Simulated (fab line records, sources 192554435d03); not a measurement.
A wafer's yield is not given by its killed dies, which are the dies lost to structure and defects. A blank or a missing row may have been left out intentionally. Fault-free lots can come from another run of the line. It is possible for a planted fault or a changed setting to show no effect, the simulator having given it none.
Split-lot trial | flow n5-finfet | 7 lots, 21 wafers read, on a route of 1938 steps

THE SPLIT
At N5_BEOL_M0_SAQP_COAT_08 (resist thk 90 nm), the setting spin-rpm was moved away from the recipe's 1500 rpm on 8 of the 21 wafers read, by -5.1% to +10.0%. All remaining wafers had this setting at the recipe value.

The split's own step is where the reading is taken.

THE READING
CAR-ArF_of_BEOL_M0_SAQP_COAT_08.thk-nm (the simulator's own value, which no gauge read), in nm, at N5_BEOL_M0_SAQP_COAT_08 (resist thk 90 nm). The file does not state a usual value for it. Average 90.1 nm, standard deviation 0.21 nm, over the 13 wafers here run with the recipe.

wafer  | tool, chamber at the split | spin-rpm as run, rpm | against the recipe | CAR-ArF_of_BEOL_M0_SAQP_COAT_08.thk-nm, nm | against lot-mates on the recipe
L075.3 | litho-track-04, 0          | 1500                 | recipe             | 89.8                                       | -
L075.4 | litho-track-04, 0          | 1500                 | recipe             | 89.8                                       | -
L075.6 | litho-track-04, 0          | 1500                 | recipe             | 89.6                                       | -
L081.2 | litho-track-03, 0          | 1500                 | recipe             | 90.2                                       | -
L081.3 | litho-track-03, 0          | 1572                 | +4.8%              | 88                                         | -2.2
L081.4 | litho-track-03, 0          | 1572                 | +4.8%              | 88                                         | -2.2
L083.2 | litho-track-03, 0          | 1500                 | recipe             | 90                                         | -
L083.3 | litho-track-03, 0          | 1500                 | recipe             | 90.2                                       | -
L083.5 | litho-track-03, 0          | 1500                 | recipe             | 90.4                                       | -
L087.1 | litho-track-04, 0          | 1500                 | recipe             | 90.2                                       | -
L087.5 | litho-track-04, 0          | 1500                 | recipe             | 90.2                                       | -
L087.2 | litho-track-04, 0          | 1500                 | recipe             | 90                                         | -
L089.2 | litho-track-01, 0          | 1500                 | recipe             | 90.2                                       | -
L089.3 | litho-track-01, 0          | 1424                 | -5.1%              | 92.4                                       | +2.2
L089.4 | litho-track-01, 0          | 1424                 | -5.1%              | 92.4                                       | +2.2
L091.3 | litho-track-04, 0          | 1556                 | +3.7%              | 88.8                                       | -1.4
L091.5 | litho-track-04, 0          | 1556                 | +3.7%              | 88.8                                       | -1.4
L091.6 | litho-track-04, 0          | 1500                 | recipe             | 90.2                                       | -
L097.3 | litho-track-01, 0          | 1650                 | +10.0%             | 85.8                                       | -4.2
L097.4 | litho-track-01, 0          | 1500                 | recipe             | 90                                         | -
L097.5 | litho-track-01, 0          | 1650                 | +10.0%             | 85.6                                       | -4.4

THE FIT
A straight line over all 21 wafers: CAR-ArF_of_BEOL_M0_SAQP_COAT_08.thk-nm changes by -0.435 nm for each +1% of spin-rpm; r = -0.99; the points scatter about the line by 0.21 nm.
The same after taking each lot's own level away (the mean of its wafers on the recipe; 21 wafers): -0.431 nm for each +1%; r = -1.00; scatter 0.12 nm.
On that fit, the largest move of spin-rpm shifts the reading by 4.3 nm.
Measured against the standard deviation above, the lots' own levels, which go from 89.73 to 90.20 nm, span 2.2 times it.
Hence the lot-to-lot level has little effect on the slope; both slopes agree.
Check: for one of the wafers moved furthest among these (+10.0%), held out of the fit, the line's prediction against its lot-mates is -4.34 nm. It came out at -4.2 nm against them.

THE FILE'S OWN FIT
CAR-ArF_of_BEOL_M0_SAQP_COAT_08.thk-nm changes by -0.43 nm for each +1% of spin-rpm, r = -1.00.
